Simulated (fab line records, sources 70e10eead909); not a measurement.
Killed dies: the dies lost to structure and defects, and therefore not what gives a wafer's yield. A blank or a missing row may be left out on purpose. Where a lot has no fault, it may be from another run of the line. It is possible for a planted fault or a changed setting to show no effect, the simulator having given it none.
The tool behind it: which one? ; flow nand_harc ; 14 lots, 42 wafers sampled, at 6 steps of a route of 1302

== WHAT EACH GAUGE READ, for each wafer ==
NHARC_P_M2_OVL_MEAS_10: pitch 340 nm. Usual: overlay_x_nm 0.0 nm, standard deviation 0.9; overlay_y_nm -0.2 nm, standard deviation 0.77.
lot;measured;on;overlay_x_nm (nm);overlay_y_nm (nm);flag
L773;day 7 01:35;overlay-02;-0.9 -1.1 -0.7;-0.9 -0.4 0.0;
L778;day 8 18:01;overlay-02;-0.7 -0.1 -0.4;0.0 -0.1 -0.2;
L779;day 9 07:21;overlay-01;0.9 0.7 0.4;-0.7 -0.5 0.1;
L781;day 10 06:14;overlay-01;0.9 0.4 0.8;0.8 0.4 0.7;
L782;day 10 16:52;overlay-02;0.9 1.3 1.4;-1.5 -1.3 -1.1;
L783;day 11 01:38;overlay-01;-1.8 -1.2 -1.6;-1.0 -0.4 -0.6;
L786;day 12 18:15;overlay-01;-0.5 -0.7 -0.7;-0.6 -0.5 -0.6;
L787;day 12 19:14;overlay-02;0.1 0.5 0.5;-1.2 -1.2 -1.1;
L788;day 13 12:35;overlay-02;-1.2 -1.6 -1.6;1.7 1.4 1.2;
L789;day 13 18:17;overlay-02;0.4 0.7 0.9;-0.2 -0.3 -0.4;
L792;day 14 13:08;overlay-01;-1.2 -1.2 -1.1;-0.6 -0.5 -0.4;
L793;day 14 22:53;overlay-01;0.7 1.0 0.8;-0.9 -0.6 -0.3;
L794;day 15 09:13;overlay-02;-0.2 -0.5 -1.2;-0.3 -0.2 -0.4;
L795;day 16 04:07;overlay-01;0.2 -0.1 0.0;0.6 0.3 0.0;

NHARC_P_M2_CD_MEAS_16. Usual: cd_nm at 169.7 nm, with a standard deviation of 1.1.
lot;measured;on;cd_nm (nm);flag
L773;day 7 02:02;cd_sem-01;169.5 168.8 169.0;
L778;day 8 18:25;cd_sem-02;169.1 169.5 170.9;
L779;day 9 07:46;cd_sem-02;170.1 170.1 168.8;
L781;day 10 06:38;cd_sem-02;169.4 169.8 171.1;
L782;day 10 17:19;cd_sem-03;169.1 169.2 169.5;
L783;day 11 02:05;cd_sem-03;170.2 171.9 170.6;
L786;day 12 18:40;cd_sem-03;169.4 168.6 168.7;
L787;day 12 19:38;cd_sem-01;171.3 170.6 169.7;
L788;day 13 12:59;cd_sem-02;170.9 168.9 169.7;
L789;day 13 18:41;cd_sem-03;172.3 170.9 171.4;
L792;day 14 13:32;cd_sem-02;166.9 169.9 167.8;
L793;day 14 23:17;cd_sem-02;169.4 169.5 168.8;
L794;day 15 09:37;cd_sem-03;169.6 169.4 170.4;
L795;day 16 04:32;cd_sem-02;169.6 169.5 169.5;

NHARC_P_M2_THK_MEAS_24: measures by xrf. Usual: thk_nm at 144.1 nm, with a standard deviation of 1.6.
lot;measured;on;thk_nm (nm);flag
L773;day 7 04:13;film_metro-01;144.5 145.2 142.3;
L778;day 8 20:32;film_metro-01;143.7 143.5 144.0;
L779;day 9 09:55;film_metro-01;140.2 144.8 143.6;
L781;day 10 08:47;film_metro-01;145.8 146.2 147.2;
L782;day 10 19:25;film_metro-01;142.8 144.0 145.5;
L783;day 11 04:13;film_metro-02;143.9 141.9 143.5;
L786;day 12 20:46;film_metro-01;146.3 145.1 145.6;
L787;day 12 21:46;film_metro-02;30.0 30.1 29.6 29.6 28.9 30.2;OFF
L788;day 13 15:07;film_metro-02;30.7 30.3 30.5 28.9 27.4 29.3;OFF
L789;day 13 20:48;film_metro-01;29.6 31.9 32.2 30.1 31.6 30.0;OFF
L792;day 14 15:40;film_metro-01;144.4 145.3 144.6;
L793;day 15 01:34;film_metro-01;141.7 142.9 143.1;
L794;day 15 11:44;film_metro-01;143.7 144.5 144.8;
L795;day 16 06:38;film_metro-01;143.7 144.4 143.3;

== WHICH TOOL RAN EACH LOT (tool, then ch and the chambers of the sampled wafers, then the start) ==
lot;NHARC_P_M2_PVD_20;NHARC_P_M2_ECD_22;NHARC_P_M2_CMP_23
L773;pvd_sputter-01, day 7 03:11 or earlier;ecd_cu-02 ch 0,1, day 7 03:11;cmp-04 ch 0,2,3, day 7 03:53
L778;pvd_sputter-02, day 8 19:30 or earlier;ecd_cu-02 ch 0,1, day 8 19:30;cmp-04 ch 0,2, day 8 20:13
L779;pvd_sputter-02, day 9 08:52 or earlier;ecd_cu-01 ch 0,1, day 9 08:52;cmp-03 ch 2,3, day 9 09:35
L781;pvd_sputter-03, day 10 07:43 or earlier;ecd_cu-01 ch 0,1, day 10 07:43;cmp-02 ch 1,3, day 10 08:29
L782;pvd_sputter-02, day 10 18:23 or earlier;ecd_cu-02 ch 0,1, day 10 18:23;cmp-04 ch 1,2,3, day 10 19:10
L783;pvd_sputter-03, day 11 03:10 or earlier;ecd_cu-01 ch 0,1, day 11 03:10;cmp-03 ch 0,2,3, day 11 03:53
L786;pvd_sputter-01, day 12 19:44 or earlier;ecd_cu-01 ch 0,1, day 12 19:44;cmp-02 ch 0,1,3, day 12 20:31
L787;pvd_sputter-03, day 12 20:48 or earlier;ecd_cu-02 ch 0,1, day 12 20:48;cmp-03 ch 1,2,3, day 12 21:31
L788;pvd_sputter-02, day 13 14:04 or earlier;ecd_cu-02 ch 0,1, day 13 14:04;cmp-03 ch 0,2,3, day 13 14:48
L789;pvd_sputter-01, day 13 19:52 or earlier;ecd_cu-01 ch 0,1, day 13 19:52;cmp-03 ch 2,3, day 13 20:31
L792;pvd_sputter-03, day 14 14:40 or earlier;ecd_cu-02 ch 0,1, day 14 14:40;cmp-02 ch 0,3, day 14 15:21
L793;pvd_sputter-03, day 15 00:30 or earlier;ecd_cu-02 ch 0,1, day 15 00:30;cmp-03 ch 2,3, day 15 01:17
L794;pvd_sputter-02, day 15 10:44 or earlier;ecd_cu-01 ch 0, day 15 10:44;cmp-04 ch 1,2,3, day 15 11:27
L795;pvd_sputter-02, day 16 05:39 or earlier;ecd_cu-01 ch 0,1, day 16 05:39;cmp-02 ch 0,1,3, day 16 06:19
- NHARC_P_M2_PVD_20: deposits TaN, target thk 5 nm, time 8.06 s.
- NHARC_P_M2_ECD_22: material Cu, target thk 400 nm.
- NHARC_P_M2_CMP_23: polishes, t overpolish 20 s, target thk 144.3 nm.

== AS READ BY THE TOOLS THEMSELVES (means over the sampled wafers that have a number; for cases with no such wafer, the mark the record gives instead) ==
NHARC_P_M2_PVD_20. Usual: throttle_valve_pct at 30.2 %, with a standard deviation of 0.98.
lot;tool;throttle_valve_pct (%);flag
L773;pvd_sputter-01;29.8;
L778;pvd_sputter-02;31.4;
L779;pvd_sputter-02;30.9;
L781;pvd_sputter-03;28.8;
L782;pvd_sputter-02;31.1;
L783;pvd_sputter-03;29.5;
L786;pvd_sputter-01;31.2;
L787;pvd_sputter-03;29.6;
L788;pvd_sputter-02;30.2;
L789;pvd_sputter-01;30.4;
L792;pvd_sputter-03;29.4;
L793;pvd_sputter-03;29.9;
L794;pvd_sputter-02;30.8;
L795;pvd_sputter-02;30.4;

NHARC_P_M2_ECD_22. Usual: bath_heat_duty_pct 6.3 %, standard deviation 0.67; bath_temp_c 24.99 C, standard deviation 0.12.
lot;tool;bath_heat_duty_pct (%);bath_temp_c (C);flag
L773;ecd_cu-02;6.0;24.95;
L778;ecd_cu-02;6.4;25.04;
L779;ecd_cu-01;6.6;24.98;
L781;ecd_cu-01;5.9;25.03;
L782;ecd_cu-02;6.0;24.94;
L783;ecd_cu-01;6.7;24.99;
L786;ecd_cu-01;6.9;24.99;
L787;ecd_cu-02;-;-;OFF
L788;ecd_cu-02;-;-;OFF
L789;ecd_cu-01;-;-;OFF
L792;ecd_cu-02;6.1;24.98;
L793;ecd_cu-02;5.8;25.09;
L794;ecd_cu-01;6.0;25.12;
L795;ecd_cu-01;6.3;24.94;

NHARC_P_M2_CMP_23. Usual: motor_current_A 12.3 A, standard deviation 1.3; time_to_endpoint_s 28 s, standard deviation 3.2.
lot;tool;motor_current_A (A);time_to_endpoint_s (s);flag
L773;cmp-04;12.0;26;
L778;cmp-04;11.8;26;
L779;cmp-03;11.7;30;
L781;cmp-02;12.2;27;
L782;cmp-04;13.5;30;
L783;cmp-03;11.9;27;
L786;cmp-02;12.2;29;
L787;cmp-03;12.1;1;OFF
L788;cmp-03;12.0;3;OFF
L789;cmp-03;11.7;1;OFF
L792;cmp-02;11.8;31;
L793;cmp-03;11.1;27;
L794;cmp-04;13.3;28;
L795;cmp-02;12.0;28;

== THE ANSWER, worked out from the rows above alone ==
Rule: take the mean of a lot's wafers that have a number; if it is more than 3 standard deviations from the usual mean, the lot is off. Also off: a lot with no number at a reading for which 4 or more lots have one. The other lots that the step has rows for count as sound. First the gauges in route order, then the tools' own readings, where a lot's mean is used as printed above. At the first step where some lot is off, the reading lying furthest off is the one used; lots without a number count as furthest.
Off: L787, L788, L789 (NHARC_P_M2_THK_MEAS_24, thk_nm).
A tool fits if, at a process step before that reading, it ran every lot that is off, and no sound lot after the first of them. The gauges at NHARC_P_M2_THK_MEAS_24 aren't tried: what is off there is off at NHARC_P_M2_ECD_22 too, on other tools, and a gauge's error can't cause that. NHARC_P_M2_PVD_20 gives no start for some lots, so the hours and the order of its lots are those of NHARC_P_M2_ECD_22. None of those tried fits.

== WHAT HAD BEEN PUT IN BY THE SIMULATOR ==
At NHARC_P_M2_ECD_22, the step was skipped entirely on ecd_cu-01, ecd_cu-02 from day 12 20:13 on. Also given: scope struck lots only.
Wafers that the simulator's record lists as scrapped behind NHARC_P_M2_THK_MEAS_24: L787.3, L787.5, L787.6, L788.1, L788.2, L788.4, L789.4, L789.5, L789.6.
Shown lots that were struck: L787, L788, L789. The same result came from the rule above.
